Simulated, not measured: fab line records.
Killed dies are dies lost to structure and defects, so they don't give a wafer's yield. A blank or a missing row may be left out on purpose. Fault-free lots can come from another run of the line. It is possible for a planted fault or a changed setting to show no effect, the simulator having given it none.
fab line records	flow n5-finfet	part 2 of 2: steps 23 to 36 of 36
[record] lots = 5	wafers = 15	last-day = 16
route steps=1938 shown SD_EPI_N@294 SD_EPI_P@295
lots that met no fault: from a run of the same line without faults
start-h: hours from the record's first day to the start of the lot's first wafer shown	wait-h: time in hours since the lot's previous step	" identical to the entry in the row above	L1.1+2: a single row standing in for several wafers	- no value present, or no start provided	* or withheld: withheld	< > ~ a bound
route shown NAME@n: names a module that has steps shown in the file, with the first one's number in the route	usual: average and standard deviation across the fault-free wafers	same: alike in all rows	chamber/n: place in a boat	sites: the reading at each site	_std_site: the values' standard deviation	_edge_site: outer sites' mean less inner sites'	radius-mm: for every site, how far away it sits from the centre of the wafer	mask NAME#n: copy n	behind: tool/chamber where the wafer was last shaped	hold: what put the lot on hold/how long, in hours/how the hold closed	device: which transistor (n, p or np) failed to switch	end of line: at the end of the route, the tests of the same wafers	a step with no rows: only its recipe	killed: dies lost to structure and defects at the first sort, not the wafer's yield	map: a wafer's dies, marking killed ones x, the rest . and places with no die _
set.NAME: the setting that was run; set.NAME@STEP: the one run at that earlier step	model.NAME: the simulator's own value behind a step, which no gauge read
lots seen at some steps along the route; tables by step, rows by wafer
services: from which hour (start-h, from the record's first day; less than 0 if before it) a tool's chamber was out of use, for how many hours, and why
[[steps]]
[step N5_SD_EPI_P_STRIP_40]
[recipe] chemistry = N2/H2	power-w = 1000	temp-c = 250	h2-frac = 0.65	overash-fraction = 0.3	pressure-mtorr = withheld	n2-flow-sccm = 1750	h2-flow-sccm = 3250
[usual] drypump-motor-current-A = 5.9/0.46	heater-power-w = 331/32	oes-product-au = 0.763/0.01
lot.wafer	tool	chamber	start-h	wait-h	drypump-motor-current-A	heater-power-w	oes-product-au	rf-hours-counter-h
L083.3	plasma-asher-02	0	110.64	0.0	5.9	305	0.770	-
L083.4	"	1	"	"	6.6	320	0.778	-
L083.6	"	0	"	"	5.9	294	0.757	-
L085.1	plasma-asher-01	1	123.81	0.0	5.7	390	0.748	46
L085.3	"	1	"	"	5.7	393	0.769	-
L085.6	"	0	"	"	5.3	310	0.770	-
L086.1	plasma-asher-01	1	127.57	0.0	5.7	393	0.761	47
L086.2	"	0	"	"	5.3	308	0.768	47
L086.6	"	0	"	"	5.3	307	0.768	-
L089.1	plasma-asher-01	1	144.58	0.0	5.6	394	0.769	51
L089.2	"	0	"	"	5.3	304	0.776	51
L089.3	"	1	"	"	5.6	386	0.773	-
L092.2	plasma-asher-01	0	164.22	0.0	5.3	310	0.765	55
L092.3	"	1	"	"	5.7	385	0.752	-
L092.6	"	0	"	"	5.3	307	0.788	-
[step N5_SD_EPI_P_PRECLEAN_52]
[recipe] chemistry = O3/DIW	time-s = 60	temp-c = 22	o3-ppm = 10
lot.wafer	tool	chamber	start-h	wait-h
L083.3+4+6	wet-bench-04	0,4,2	110.70	-
L085.1+3+6	wet-bench-06	0,5,2	123.90	-
L086.1+2+6	wet-bench-04	7,4,6	127.65	-
L089.1+2+3	wet-bench-04	6,4,2	144.66	-
L092.2+3+6	wet-bench-04	3,2,5	164.31	-
[step N5_SD_EPI_P_SRD_20]
[recipe] dry = ipa-marangoni	do-ppb = 5	time-s = 30	temp-c = 23	rinse-liquid = diw
lot.wafer	tool	chamber	start-h	wait-h
L083.3+4+6	wet-bench-04	0,4,2	110.72	0.0
L085.1+3+6	wet-bench-06	0,5,2	123.92	0.0
L086.1+2+6	wet-bench-04	7,4,6	127.67	0.0
L089.1+2+3	wet-bench-04	6,4,2	144.68	0.0
L092.2+3+6	wet-bench-04	3,2,5	164.33	0.0
[step N5_SD_EPI_P_PRECLEAN_51]
[recipe] chemistry = NF3:NH3	afs-cycles = 1	temp-c = 30	time-s = 20	sublimation-temp-c = 180	sublimation-time-s = 60	pressure-torr = 3	rf-power-w = 30
lot.wafer	tool	chamber	start-h	wait-h
L083.3+4+6	epi-rpcvd-04	0	110.83	0.1
L085.1+3+6	epi-rpcvd-01	0	123.97	0.0
L086.1+2+6	epi-rpcvd-03	0	127.72	0.0
L089.1+2+3	epi-rpcvd-03	0	144.73	0.0
L092.2+3+6	epi-rpcvd-03	0	164.41	0.1
[step N5_SD_EPI_P_VAPOR_ETCH_44]
[recipe] chemistry = NF3/Ar	target = SiGe30	temp-c = 25	time-s = 3.3	mode = isotropic
lot.wafer	tool	chamber	start-h	wait-h
L083.3+4+6	epi-rpcvd-04	0	111.01	0.1
L085.1+3+6	epi-rpcvd-01	0	124.15	0.1
L086.1+2+6	epi-rpcvd-03	0	127.96	0.2
L089.1+2+3	epi-rpcvd-03	0	144.97	0.2
L092.2+3+6	epi-rpcvd-03	0	164.59	0.1
[step N5_SD_EPI_P_EPI_21]
[recipe] material = SiGe:B	dopant = B	temp-c = 550	pressure-torr = 20	ambient = H2	time-s = 355
[usual] susceptor_temp_C_max = 551.0/0.56
lot.wafer	tool	chamber	start-h	wait-h	susceptor_temp_C_max
L083.3	epi-rpcvd-04	0	111.85	0.8	551.0
L083.4	"	0	"	"	550.8
L083.6	"	0	"	"	551.1
L085.1	epi-rpcvd-01	0	124.33	0.1	552.3
L085.3	"	0	"	"	551.3
L085.6	"	0	126.13	1.8	552.1
L086.1	epi-rpcvd-03	0	128.20	0.2	550.8
L086.2	"	0	"	"	550.9
L086.6	"	0	130.60	2.4	550.7
L089.1	epi-rpcvd-03	0	145.21	0.2	551.4
L089.2	"	0	"	"	550.6
L089.3	"	0	"	"	551.0
L092.2	epi-rpcvd-03	0	165.10	0.5	550.5
L092.3	"	0	"	"	550.4
L092.6	"	0	166.54	1.8	550.9
[step N5_SD_EPI_P_EPI_MEAS_23]
[recipe] mode = xrd
[usual] thk-nm = 61.3/1.3
lot.wafer	tool	chamber	start-h	wait-h	thk-nm
L083.3	film-metro-01	-	113.33	1.1	59.2
L083.4	"	-	"	"	63.3
L083.6	"	-	"	"	62.0
L085.1	film-metro-02	-	126.53	1.8	63.0
L085.3	"	-	"	"	60.6
L085.6	"	-	"	"	61.2
L086.1	film-metro-02	-	131.12	2.4	61.8
L086.2	"	-	"	"	60.7
L086.6	"	-	"	"	63.0
L089.1	film-metro-02	-	148.14	2.4	61.6
L089.2	"	-	"	"	60.7
L089.3	"	-	"	"	63.3
L092.2	film-metro-02	-	166.93	1.5	61.2
L092.3	"	-	"	"	59.8
L092.6	"	-	"	"	59.7
[step N5_SD_EPI_P_HM_STRIP_48]
[recipe] chemistry = H3PO4	temp-c = 160	material = SiNx	target = SiNx	target-depth-a = 30	overetch-fraction = 0.3
lot.wafer	tool	chamber	start-h	wait-h
L083.3+4+6	wet-bench-06	3,4,0	113.37	0.0
L085.1+3+6	wet-bench-04	4,3,5	126.56	0.0
L086.1+2+6	wet-bench-06	6,0,3	131.16	0.0
L089.1+2+3	wet-bench-04	3,4,7	148.19	0.0
L092.2+3+6	wet-bench-03	1,6,3	166.97	0.0
[step N5_SD_EPI_P_SRD_49]
[recipe] dry = ipa-marangoni	time-s = 30	temp-c = 23	rinse-liquid = diw
lot.wafer	tool	chamber	start-h	wait-h
L083.3+4+6	wet-bench-06	3,4,0	113.42	0.0
L085.1+3+6	wet-bench-04	4,3,5	126.61	0.0
L086.1+2+6	wet-bench-06	6,0,3	131.21	0.0
L089.1+2+3	wet-bench-04	3,4,7	148.24	0.0
L092.2+3+6	wet-bench-03	1,6,3	167.02	0.0
[step N5_SD_EPI_P_PRECLEAN_24]
[recipe] chemistry = O3/DIW	time-s = 45	temp-c = 22	o3-ppm = 10
lot.wafer	tool	chamber	start-h	wait-h
L083.3+4+6	wet-bench-06	3,4,0	113.44	0.0
L085.1+3+6	wet-bench-04	4,3,5	126.63	0.0
L086.1+2+6	wet-bench-06	6,0,3	131.23	0.0
L089.1+2+3	wet-bench-04	3,4,7	148.26	0.0
L092.2+3+6	wet-bench-03	1,6,3	167.04	0.0
[step N5_SD_EPI_P_PRECLEAN_32]
[recipe] chemistry = dHF	time-s = 10	dilution = 500:1	temp-c = 25
lot.wafer	tool	chamber	start-h	wait-h
L083.3+4+6	wet-bench-06	3,4,0	113.45	0.0
L085.1+3+6	wet-bench-04	4,3,5	126.64	0.0
L086.1+2+6	wet-bench-06	6,0,3	131.24	0.0
L089.1+2+3	wet-bench-04	3,4,7	148.27	0.0
L092.2+3+6	wet-bench-03	1,6,3	167.05	0.0
[step N5_SD_EPI_P_PRECLEAN_33]
[recipe] chemistry = SC2	time-s = 45	temp-c = 35	mix = 1:1:50
lot.wafer	tool	chamber	start-h	wait-h
L083.3+4+6	wet-bench-06	3,4,0	113.45	0.0
L085.1+3+6	wet-bench-04	4,3,5	126.65	0.0
L086.1+2+6	wet-bench-06	6,0,3	131.24	0.0
L089.1+2+3	wet-bench-04	3,4,7	148.27	0.0
L092.2+3+6	wet-bench-03	1,6,3	167.05	0.0
[step N5_SD_EPI_P_SRD_25]
[recipe] time-s = 30	temp-c = 23	rinse-liquid = diw	dry = ipa-marangoni
lot.wafer	tool	chamber	start-h	wait-h
L083.3+4+6	wet-bench-06	3,4,0	113.46	0.0
L085.1+3+6	wet-bench-04	4,3,5	126.66	0.0
L086.1+2+6	wet-bench-06	6,0,3	131.26	0.0
L089.1+2+3	wet-bench-04	3,4,7	148.28	0.0
L092.2+3+6	wet-bench-03	1,6,3	167.07	0.0
[step N5_SD_EPI_P_INSPECT_26]
[recipe] inspect-instrument = darkfield	mode = post-epi
[usual] raw-defect-count = 182/38
lot.wafer	tool	chamber	start-h	wait-h	raw-defect-count
L083.3	defect-inspect-02	-	113.51	0.0	141
L083.4	"	-	"	"	153
L083.6	"	-	"	"	150
L085.1	defect-inspect-02	-	126.70	0.0	274
L085.3	"	-	"	"	216
L085.6	"	-	"	"	172
L086.1	defect-inspect-01	-	131.29	0.0	198
L086.2	"	-	"	"	172
L086.6	"	-	"	"	143
L089.1	defect-inspect-02	-	148.32	0.0	189
L089.2	"	-	"	"	209
L089.3	"	-	"	"	197
L092.2	defect-inspect-01	-	167.11	0.0	162
L092.3	"	-	"	"	157
L092.6	"	-	"	"	139
[[services]]
tool	chamber	start-h	hours	kind
rie-si-05	1	91.34	4.2	repair
rie-diel-03	2	103.34	6.7	repair
rie-si-03	1	115.12	3.5	repair
arfi-scanner-01	0	121.71	-	calibration
rie-diel-02	-	124.83	14.6	pm
rie-si-05	3	125.02	1.2	repair
rie-diel-03	1	126.17	-	clean
rie-diel-03	1	126.17	-	consumable-replace:focus-ring
rie-diel-03	1	126.17	11.5	scheduled-down
rie-diel-03	1	126.17	11.5	vent-cycle
arfi-scanner-02	-	127.54	1.0	pm
arfi-scanner-03	0	132.44	-	calibration
arfi-scanner-02	-	133.15	1.0	pm
rie-si-05	-	134.64	0.6	repair
rie-diel-03	0	137.79	-	clean
rie-diel-03	0	137.79	-	consumable-replace:focus-ring
rie-diel-03	0	137.79	18.6	scheduled-down
rie-diel-03	0	137.79	18.6	vent-cycle
arfi-scanner-03	-	141.86	0.5	repair
arfi-scanner-01	-	145.69	0.8	pm
arfi-scanner-03	-	149.30	1.3	pm
arfi-scanner-03	-	160.47	1.8	repair
plasma-asher-02	-	164.39	3.5	repair
